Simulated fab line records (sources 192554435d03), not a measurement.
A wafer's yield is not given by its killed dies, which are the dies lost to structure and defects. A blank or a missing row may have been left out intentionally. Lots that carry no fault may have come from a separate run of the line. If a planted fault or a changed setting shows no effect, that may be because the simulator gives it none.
2 desks looking at one fault / flow n5 finfet / only its own numbers are on each desk; what lay behind them is given at the end

== METROLOGY DESK ==
What the gauges read, lot by lot, whatever tool the lot ran on: means of the sampled wafers that have a number. A lot is out of limits, marked OUT, if its mean lies more than 4 standard deviations from the usual mean; the brackets give that distance. Readings shown: 7 of its 10, picked as those furthest out on some lot.
Columns: A = DIBL_N at N5_BEOL_M4_RC_MEAS_101, usual 35.3 mV/V; B = DIBL_P at N5_BEOL_M4_RC_MEAS_101, usual 35.3 mV/V; C = IOFF_N at N5_BEOL_M4_RC_MEAS_101, usual 0.145 nA/um; D = ION_N at N5_BEOL_M4_RC_MEAS_101, usual 670 uA/um; E = SS_N at N5_BEOL_M4_RC_MEAS_101, usual 71.3 mV/dec; F = SS_P at N5_BEOL_M4_RC_MEAS_101, usual 73.1 mV/dec; G = VT_P at N5_BEOL_M4_RC_MEAS_101, usual -251 mV
lot=L781; first seen here=day 9 14:56; A=34.8; B=32.7; C=0.126; D=662; E=70.6; F=72.8; G=-251
lot=L785; first seen here=day 10 07:54; A=34.8; B=34.0; C=0.118; D=660; E=70.8; F=72.8; G=-252
lot=L780; first seen here=day 10 14:03; A=35.6; B=34.8; C=0.135; D=670; E=71.0; F=73.4; G=-254
lot=L786; first seen here=day 11 00:26; A=34.0; B=34.2; C=0.130; D=667; E=71.1; F=72.5; G=-249
lot=L787; first seen here=day 11 01:06; A=33.7; B=33.8; C=0.122; D=663; E=70.7; F=72.1; G=-250
lot=L791; first seen here=day 11 19:53; A=35.4; B=35.8; C=0.131; D=668; E=71.3; F=73.1; G=-252
lot=L793; first seen here=day 12 13:41; A=36.0; B=34.6; C=0.170; D=682; E=71.5; F=72.9; G=-249
lot=L798; first seen here=day 13 16:16; A=35.9; B=35.1; C=0.152; D=669; E=71.4; F=73.1; G=-253
lot=L800; first seen here=day 13 23:03; A=35.4; B=34.9; C=0.143; D=665; E=70.9; F=72.9; G=-251
Result from this desk: across the 9 lots, nothing is out of limits.

== THE TOOL OWNER'S DESK: pecvd-01 ==
The tool's own readings at N5_BEOL_M4_PECVD_72 (deposits SiO2 from TEOS/O2, target thk 16 nm, time 18 s): means of the sampled wafers that have a number, for each lot that ran on this tool. A lot is out of limits, marked OUT, if its mean lies more than 4 standard deviations from the usual mean; the brackets give that distance.
Columns: A = heater power outer w at N5_BEOL_M4_PECVD_72, usual 412 W; B = heater power w at N5_BEOL_M4_PECVD_72, usual 708 W; C = showerhead plenum p Torr at N5_BEOL_M4_PECVD_72, usual 8.78 Torr; D = throttle valve pct at N5_BEOL_M4_PECVD_72, usual 22.9 %
lot=L786; first seen here=day 10 10:04; A=393; B=697; C=8.75; D=23.9
lot=L791; first seen here=day 11 09:11; A=391; B=694; C=8.78; D=25.3
lot=L793; first seen here=day 11 19:01; A=399; B=706; C=8.77; D=25.5
Result from this desk: across the 3 lots, nothing is out of limits.

== TAKEN TOGETHER ==
From the metrology desk's view, nothing was out of limits.
The tool owner's desk saw nothing out of limits.

== WHAT THE SIMULATOR PUT IN ==
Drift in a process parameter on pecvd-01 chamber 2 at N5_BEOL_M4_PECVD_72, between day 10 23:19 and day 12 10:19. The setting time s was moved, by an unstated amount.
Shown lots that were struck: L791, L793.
